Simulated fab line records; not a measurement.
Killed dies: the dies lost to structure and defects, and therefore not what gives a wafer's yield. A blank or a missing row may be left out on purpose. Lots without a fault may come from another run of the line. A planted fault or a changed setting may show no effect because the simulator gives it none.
Matching of chambers / flow n5-finfet / 4 sister chambers for N5_SD_EPI_N_ETCH_16 on rie-diel-06
The step etches SiO2 in CHF3/O2, target depth 5 nm. 4 wafers are shown with their chamber, then 8 later ones without.

WAFERS, EACH WITH ITS CHAMBER
wafer=L091.1; chamber=1; showerhead-plenum-p-Torr (Torr)=2.54
wafer=L091.2; chamber=2; showerhead-plenum-p-Torr (Torr)=2.32
wafer=L091.3; chamber=0; showerhead-plenum-p-Torr (Torr)=2.41
wafer=L092.2; chamber=3; showerhead-plenum-p-Torr (Torr)=2.28

WAFERS WITHOUT THEIR CHAMBER
wafer=L092.4; showerhead-plenum-p-Torr (Torr)=2.41
wafer=L092.5; showerhead-plenum-p-Torr (Torr)=2.32
wafer=L093.1; showerhead-plenum-p-Torr (Torr)=2.41
wafer=L093.5; showerhead-plenum-p-Torr (Torr)=2.41
wafer=L093.6; showerhead-plenum-p-Torr (Torr)=2.28
wafer=L094.1; showerhead-plenum-p-Torr (Torr)=2.31
wafer=L094.3; showerhead-plenum-p-Torr (Torr)=2.28
wafer=L094.4; showerhead-plenum-p-Torr (Torr)=2.54

EACH ONE'S CHAMBER
wafer=L092.4; from the rows above=0; in truth=0
wafer=L092.5; from the rows above=2; in truth=2
wafer=L093.1; from the rows above=0; in truth=0
wafer=L093.5; from the rows above=0; in truth=0
wafer=L093.6; from the rows above=3; in truth=3
wafer=L094.1; from the rows above=2; in truth=2
wafer=L094.3; from the rows above=3; in truth=3
wafer=L094.4; from the rows above=1; in truth=1
8 of 8 placed correctly. Left unplaced by these rows: 0. 0 placed wrongly.
How it was worked out, from the rows above alone: a wafer's distance from a chamber is the root of the sum, over the readings, of the square of ((its reading less the chamber's mean) divided by the reading's scatter). The wafer belongs to the nearest chamber; if the next one is less than 2 further off, it can't be placed. Each chamber's mean is taken over the wafers shown for it. The scatter (one wafer shown for each chamber): square how far every hidden wafer sits from the nearest shown wafer, average those squares and take the square root.
